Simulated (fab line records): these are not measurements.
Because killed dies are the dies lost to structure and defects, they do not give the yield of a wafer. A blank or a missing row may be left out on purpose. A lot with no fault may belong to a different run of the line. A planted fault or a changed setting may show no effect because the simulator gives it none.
Which tool is to blame? -- flow n5Finfet -- 9 lots, 27 wafers sampled, at 5 steps of a route of 1938

## WHAT EACH GAUGE READ, for each wafer
N5_BEOL_M0_SAQP_THK_MEAS_05. Usual: thkNm at 59.8 nm, with a standard deviation of 0.82.
lot,measured,on,thkNm (nm),flag
L155,day 6 01:49,filmMetro-02,58.9 59.9 61.8,
L156,day 6 08:22,filmMetro-01,58.4 60.1 60.5,
L157,day 6 10:05,filmMetro-02,58.8 58.9 59.6,
L158,day 6 21:39,filmMetro-02,58.7 59.4 60.1,
L159,day 7 03:46,filmMetro-01,59.7 59.7 60.4,
L166,day 8 16:35,filmMetro-01,59.3 60.4 60.0,
L169,day 9 09:57,filmMetro-02,59.4 58.4 59.5,
L175,day 11 01:17,filmMetro-02,58.3 58.5 60.2,
L176,day 11 02:18,filmMetro-02,59.5 61.2 60.8,

N5_BEOL_M4_RC_MEAS_101. Usual: DIBL_N 36.8 mV/V, standard deviation 1.9; DIBL_P 36.5 mV/V, standard deviation 2.1; IOFF_N 0.17 nA/um, standard deviation 0.038; IOFF_P 0.22 nA/um, standard deviation 0.039; ION_N 675 uA/um, standard deviation 12; ION_P 463 uA/um, standard deviation 7.4; SS_N 71.6 mV/dec, standard deviation 0.71; SS_P 73.4 mV/dec, standard deviation 0.72; VT_N 249 mV, standard deviation 3.3; VT_P -250 mV, standard deviation 3.3.
lot,measured,on,DIBL_N (mV/V),DIBL_P (mV/V),IOFF_N (nA/um),IOFF_P (nA/um),ION_N (uA/um),ION_P (uA/um),SS_N (mV/dec),SS_P (mV/dec),VT_N (mV),VT_P (mV),flag
L155,day 9 03:04,prober-02,37.8 36.4 37.7,37.4 36.3 38.7,0.19 0.17 0.19,0.25 0.23 0.27,672 678 684,461 465 472,71.9 71.3 71.3,73.3 73.2 73.7,248 248 242,-249 -247 -244,
L156,day 9 03:22,prober-01,34.4 33.6 34.9,35.3 34.6 35.1,0.14 0.13 0.15,0.19 0.18 0.19,671 657 670,453 455 455,70.9 71.0 70.8,73.0 72.9 73.9,250 252 253,-252 -251 -251,
L157,day 9 05:13,prober-01,34.9 35.7 32.1,33.1 34.4 30.7,0.12 0.13 0.10,0.15 0.16 0.13,653 665 645,449 455 447,71.0 71.1 70.5,72.1 72.6 72.0,254 255 255,-257 -255 -255,
L158,day 9 11:34,prober-02,40.9 39.9 36.8,40.5 40.0 35.5,0.23 0.24 0.16,0.29 0.31 0.21,690 705 678,470 486 468,72.9 72.0 70.9,75.1 74.4 73.7,247 241 249,-247 -244 -250,
L159,day 10 21:26,prober-02,33.6 36.5 37.0,33.0 35.9 37.0,0.12 0.16 0.17,0.16 0.20 0.21,654 667 657,458 456 452,70.5 71.6 71.3,72.4 73.9 74.4,253 250 249,-254 -252 -250,
L166,day 12 18:36,prober-01,35.1 36.4 36.0,33.2 34.4 34.9,0.13 0.14 0.13,0.17 0.18 0.19,676 662 670,463 455 463,70.5 71.1 70.7,72.2 73.1 72.9,252 252 253,-254 -251 -251,
L169,day 12 03:20,prober-02,35.6 34.5 35.5,35.2 34.4 35.4,0.14 0.13 0.14,0.21 0.20 0.22,671 668 678,466 464 467,71.0 70.7 71.7,73.7 72.6 73.4,252 255 253,-250 -246 -247,
L175,day 15 01:47,prober-02,38.5 41.7 36.9,38.1 40.6 34.9,0.20 0.28 0.16,0.25 0.31 0.20,698 685 680,472 470 465,72.2 72.6 71.7,73.8 74.5 73.5,244 242 250,-247 -245 -251,
L176,day 14 21:04,prober-01,36.3 36.0 35.1,35.6 34.3 33.1,0.14 0.12 0.12,0.21 0.19 0.18,661 661 654,463 462 457,71.8 70.5 70.5,72.3 72.2 72.3,252 254 254,-248 -251 -250,

## WHICH TOOL RAN EACH LOT (tool, then ch and the chambers of the sampled wafers, then the start)
lot,N5_BEOL_M0_SAQP_ETCH_84,N5_BEOL_M0_SAQP_MANDREL_ETCH_20,N5_BEOL_M0_SAQP_RECESS_114
L155,"rieDiel-06 ch 1,2, day 6 02:28","rieSi-03 ch 1,3, day 6 02:39","vaporEtch-01 ch 0,1, day 6 03:11"
L156,"rieDiel-05 ch 1,2,3, day 6 09:01","rieSi-01 ch 0,1,2, day 6 09:12","vaporEtch-02 ch 1, day 6 09:26"
L157,"rieDiel-02 ch 0,3, day 6 10:44","rieSi-04 ch 0,3, day 6 10:56","vaporEtch-02 ch 0,1, day 6 11:19"
L158,"rieDiel-06 ch 0,2,3, day 6 22:26","rieSi-01 ch 1,2,3, day 6 22:37","vaporEtch-01 ch 0,1, day 6 22:52"
L159,"rieDiel-02 ch 0,3, day 7 04:26","rieSi-04 ch 1,2, day 7 04:37","vaporEtch-01 ch 0,1, day 7 04:58"
L166,"rieDiel-02 ch 0,2,3, day 8 17:14","rieSi-04 ch 0,1,2, day 8 17:25","vaporEtch-02 ch 0,1, day 8 17:39"
L169,"rieDiel-06 ch 0,1, day 9 10:36","rieSi-03 ch 0,2,3, day 9 10:47","vaporEtch-01 ch 0,1, day 9 11:01"
L175,"rieDiel-02 ch 0,2,3, day 11 02:04","rieSi-01 ch 0,3, day 11 02:16","vaporEtch-01 ch 0,1, day 11 02:32"
L176,"rieDiel-02 ch 0,1,3, day 11 02:59","rieSi-03 ch 2,3, day 11 03:10","vaporEtch-02 ch 1, day 11 03:24"
- N5_BEOL_M0_SAQP_ETCH_84: etches SOC in N2/H2, target depth 100 nm, overetch 20 nm, time 150 s.
- N5_BEOL_M0_SAQP_MANDREL_ETCH_20: etches a-Si in HBr/Cl2, stops on SiNx, target depth 60 nm, bt time 10 s, time 30 s.
- N5_BEOL_M0_SAQP_RECESS_114: chemistry HF/NH3, target SiO2, target depth 14.4 nm, afs cycles 3, sublimation time 60 s.

## AS READ BY THE TOOLS THEMSELVES (means over the sampled wafers that have a number; for cases with no such wafer, the mark the record gives instead)
N5_BEOL_M0_SAQP_ETCH_84. Usual: for biasW, 150.0 W with a standard deviation of 0.46; for drypumpMotorCurrentA, 6.2 A with a standard deviation of 0.45; for oesProductAu, 0.67 a.u. with a standard deviation of 0.052; for rfFwdPowerW, 836.0 W with a standard deviation of 2.6; for rfVppV, 523.3 V with a standard deviation of 2.4; for showerheadPlenumPTorr, 2.53 Torr with a standard deviation of 0.079; for throttleValvePct, 17.92 % with a standard deviation of 0.18.
lot,tool,biasW (W),drypumpMotorCurrentA (A),oesProductAu (a.u.),rfFwdPowerW (W),rfVppV (V),showerheadPlenumPTorr (Torr),throttleValvePct (%),flag
L155,rieDiel-06,150.8,6.4,0.66,837.5,520.7,2.44,17.87,
L156,rieDiel-05,150.0,5.9,0.66,838.7,521.6,2.50,17.94,
L157,rieDiel-02,150.4,6.5,0.69,836.6,524.5,2.52,18.08,
L158,rieDiel-06,150.3,6.2,0.70,835.4,524.2,2.55,17.84,
L159,rieDiel-02,149.8,6.5,0.68,835.7,522.8,2.52,18.11,
L166,rieDiel-02,149.8,6.3,0.66,836.0,523.7,2.51,18.05,
L169,rieDiel-06,150.1,6.0,0.71,835.5,522.4,2.50,17.66,
L175,rieDiel-02,150.1,6.3,0.64,834.8,522.4,2.50,18.07,
L176,rieDiel-02,150.2,6.3,0.66,835.6,524.2,2.54,18.07,

N5_BEOL_M0_SAQP_MANDREL_ETCH_20. Usual: biasW 75.00 W, standard deviation 0.22; drypumpMotorCurrentA 5.6 A, standard deviation 0.53; oesProductAu 0.776 a.u., standard deviation 0.012; rfFwdPowerW 795.8 W, standard deviation 2.5; throttleValvePct 35.5 %, standard deviation 0.31.
lot,tool,biasW (W),drypumpMotorCurrentA (A),oesProductAu (a.u.),rfFwdPowerW (W),throttleValvePct (%),flag
L155,rieSi-03,75.03,5.9,0.764,796.2,35.7,
L156,rieSi-01,75.11,5.5,0.780,797.5,35.6,
L157,rieSi-04,75.08,5.5,0.767,797.1,35.4,
L158,rieSi-01,74.89,5.3,0.774,798.8,35.8,
L159,rieSi-04,75.12,5.1,0.770,797.0,35.3,
L166,rieSi-04,74.98,5.4,0.774,862.5,35.4,OFF
L169,rieSi-03,74.92,5.8,0.763,792.1,35.7,
L175,rieSi-01,74.76,5.0,0.776,797.7,35.8,
L176,rieSi-03,75.13,5.6,0.785,793.3,35.5,

N5_BEOL_M0_SAQP_RECESS_114. Usual: drypumpMotorCurrentA at 5.6 A, with a standard deviation of 0.65.
lot,tool,drypumpMotorCurrentA (A),flag
L155,vaporEtch-01,5.5,
L156,vaporEtch-02,6.0,
L157,vaporEtch-02,5.7,
L158,vaporEtch-01,5.5,
L159,vaporEtch-01,5.4,
L166,vaporEtch-02,5.4,
L169,vaporEtch-01,5.5,
L175,vaporEtch-01,5.4,
L176,vaporEtch-02,6.0,

## THE ANSWER, worked out from the rows above alone
Rule: a lot counts as off when the mean over its wafers that have a number is more than 3 standard deviations away from the usual mean. A lot without any number at a reading at which 4 lots or more have one is off too. All remaining lots with rows at the step are treated as sound. The gauges are gone through in route order, then the tools' own readings, and for those a lot's mean is taken as printed above. At the first step where some lot is off, the reading lying furthest off is the one used; lots without a number count as furthest.
Off at N5_BEOL_M0_SAQP_MANDREL_ETCH_20 (rfFwdPowerW): L166.
If a tool, at that step or one of the process steps before it, ran each lot that is off and ran no sound lot following the first of them, it fits. One fits: N5_BEOL_M0_SAQP_MANDREL_ETCH_20 on rieSi-04. A fault onset in the window from L159 (day 7 04:37, its last sound lot) to L166 (day 8 17:25, its first lot off) fits.
The tool's own readings at N5_BEOL_M0_SAQP_MANDREL_ETCH_20 bear it out: on the lots that are off they differ by more than 5 times the standard deviation of the sound lots' means. rfFwdPowerW reads 862.5 W there against 796.2 W on the sound lots.

## WHAT HAD BEEN PUT IN BY THE SIMULATOR
rieSi-04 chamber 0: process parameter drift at N5_BEOL_M0_SAQP_MANDREL_ETCH_20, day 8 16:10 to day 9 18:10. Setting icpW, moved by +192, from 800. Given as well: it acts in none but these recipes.
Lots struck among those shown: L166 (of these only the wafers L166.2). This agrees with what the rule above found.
